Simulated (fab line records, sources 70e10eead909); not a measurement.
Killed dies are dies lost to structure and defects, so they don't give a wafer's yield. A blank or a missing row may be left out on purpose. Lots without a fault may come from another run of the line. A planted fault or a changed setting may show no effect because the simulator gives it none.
Which tool did it? | flow nand_harc | 15 lots, 45 wafers sampled, at 3 steps of a route of 1302

WHAT THE GAUGES READ, wafer by wafer
NHARC_P_START_INSPECT_01. Usual: raw_defect_count 3.5, standard deviation 1.9.
lot  | measured     | on                | raw_defect_count | flag
L401 | day 2 06:02  | defect_inspect-02 | 3 0 3            |
L404 | day 3 12:02  | defect_inspect-02 | 0 2 2            |
L406 | day 4 08:02  | defect_inspect-02 | 5 5 4            |
L407 | day 4 18:02  | defect_inspect-01 | 7 7 2            |
L408 | day 5 04:02  | defect_inspect-01 | 4 5 4            |
L409 | day 5 14:02  | defect_inspect-02 | 3 3 4            |
L414 | day 7 16:02  | defect_inspect-02 | 4 2 5            |
L415 | day 8 02:02  | defect_inspect-01 | 5 3 3            |
L416 | day 8 12:03  | defect_inspect-02 | 3 1 5            |
L417 | day 8 22:02  | defect_inspect-02 | 2 3 5            |
L419 | day 9 18:02  | defect_inspect-01 | 2 3 5            |
L420 | day 10 04:02 | defect_inspect-02 | 6 3 6            |
L421 | day 10 14:02 | defect_inspect-02 | 1 4 3            |
L422 | day 11 00:02 | defect_inspect-02 | 2 4 2            |
L423 | day 11 10:02 | defect_inspect-01 | 3 6 4            |

NHARC_P_ZERO_WELL_INSPECT_43. Usual: raw_defect_count 11, standard deviation 5.3.
lot  | measured     | on                | raw_defect_count | flag
L401 | day 2 13:55  | defect_inspect-02 | 7 15 7           |
L404 | day 3 19:38  | defect_inspect-01 | 12 11 10         |
L406 | day 4 18:01  | defect_inspect-02 | 9 9 8            |
L407 | day 5 02:01  | defect_inspect-01 | 23 15 17         |
L408 | day 5 11:35  | defect_inspect-02 | 9 17 9           |
L409 | day 5 21:54  | defect_inspect-01 | 8 7 7            |
L414 | day 7 23:30  | defect_inspect-02 | 4 5 11           |
L415 | day 8 11:04  | defect_inspect-02 | 5 7 5            |
L416 | day 8 19:37  | defect_inspect-01 | 8 13 15          |
L417 | day 9 06:28  | defect_inspect-01 | 17 2 13          |
L419 | day 10 07:02 | defect_inspect-02 | 23 15 27         |
L420 | day 10 11:33 | defect_inspect-01 | 9 15 7           |
L421 | day 10 22:12 | defect_inspect-02 | 18 10 12         |
L422 | day 11 07:40 | defect_inspect-02 | 13 9 5           |
L423 | day 11 19:01 | defect_inspect-02 | 9 12 15          |

WHICH TOOL RAN EACH LOT (tool, then ch and the chambers of the sampled wafers, then the start)
lot  | NHARC_P_ZERO_WELL_DEVELOP_10
L401 | litho_track-03 ch 0, day 2 07:00
L404 | litho_track-07 ch 0, day 3 13:00
L406 | litho_track-03 ch 0, day 4 09:00
L407 | litho_track-07, day 4 19:00
L408 | litho_track-02, day 5 05:00
L409 | litho_track-03, day 5 15:00
L414 | litho_track-07 ch 0, day 7 17:00
L415 | litho_track-07 ch 0, day 8 03:00
L416 | litho_track-07 ch 0, day 8 13:00
L417 | litho_track-02 ch 0, day 8 23:00
L419 | litho_track-07 ch 0, day 9 19:00
L420 | litho_track-03 ch 0, day 10 05:00
L421 | litho_track-07 ch 0, day 10 15:00
L422 | litho_track-07 ch 0, day 11 01:00
L423 | litho_track-03 ch 0, day 11 11:00
- NHARC_P_ZERO_WELL_DEVELOP_10: time 50 s.

WHAT THE TOOLS THEMSELVES READ (means of the sampled wafers that have a number; where no wafer has one, the mark that the record gives instead)
NHARC_P_ZERO_WELL_DEVELOP_10. Usual: chill_plate_temp_C 23.00 C, standard deviation 0.11; developer_temp_C 22.00 C, standard deviation 0.11.
lot  | tool           | chill_plate_temp_C (C) | developer_temp_C (C) | flag
L401 | litho_track-03 | 23.08                  | 21.94                |
L404 | litho_track-07 | 22.89                  | 21.99                |
L406 | litho_track-03 | 23.09                  | 22.22                |
L407 | litho_track-07 | -                      | -                    | OFF
L408 | litho_track-02 | -                      | -                    | OFF
L409 | litho_track-03 | -                      | -                    | OFF
L414 | litho_track-07 | 22.92                  | 22.03                |
L415 | litho_track-07 | 22.96                  | 22.06                |
L416 | litho_track-07 | 22.94                  | 21.93                |
L417 | litho_track-02 | 23.08                  | 21.98                |
L419 | litho_track-07 | 23.01                  | 21.96                |
L420 | litho_track-03 | 22.86                  | 22.01                |
L421 | litho_track-07 | 23.21                  | 22.12                |
L422 | litho_track-07 | 23.01                  | 21.94                |
L423 | litho_track-03 | 22.84                  | 21.95                |

THE ANSWER, worked out from the rows above alone
Rule: a lot is off if the mean of its wafers that have a number lies more than 3 standard deviations from the usual mean. A lot without any number at a reading at which 4 lots or more have one is off too. The other lots that the step has rows for count as sound. The gauges are gone through in route order, then the tools' own readings, and for those a lot's mean is taken as printed above. The first step at which some lot is off is used, and at that step the reading that is off furthest; a lot without a number counts as furthest.
Off: L407, L408, L409, at NHARC_P_ZERO_WELL_DEVELOP_10 (chill_plate_temp_C). Without a number there: L407, L408, L409.
A tool fits if, at that step or a process step before it, it ran every lot that is off, and no sound lot after the first of them. None of those tried fits.

WHAT THE SIMULATOR HAD PUT IN
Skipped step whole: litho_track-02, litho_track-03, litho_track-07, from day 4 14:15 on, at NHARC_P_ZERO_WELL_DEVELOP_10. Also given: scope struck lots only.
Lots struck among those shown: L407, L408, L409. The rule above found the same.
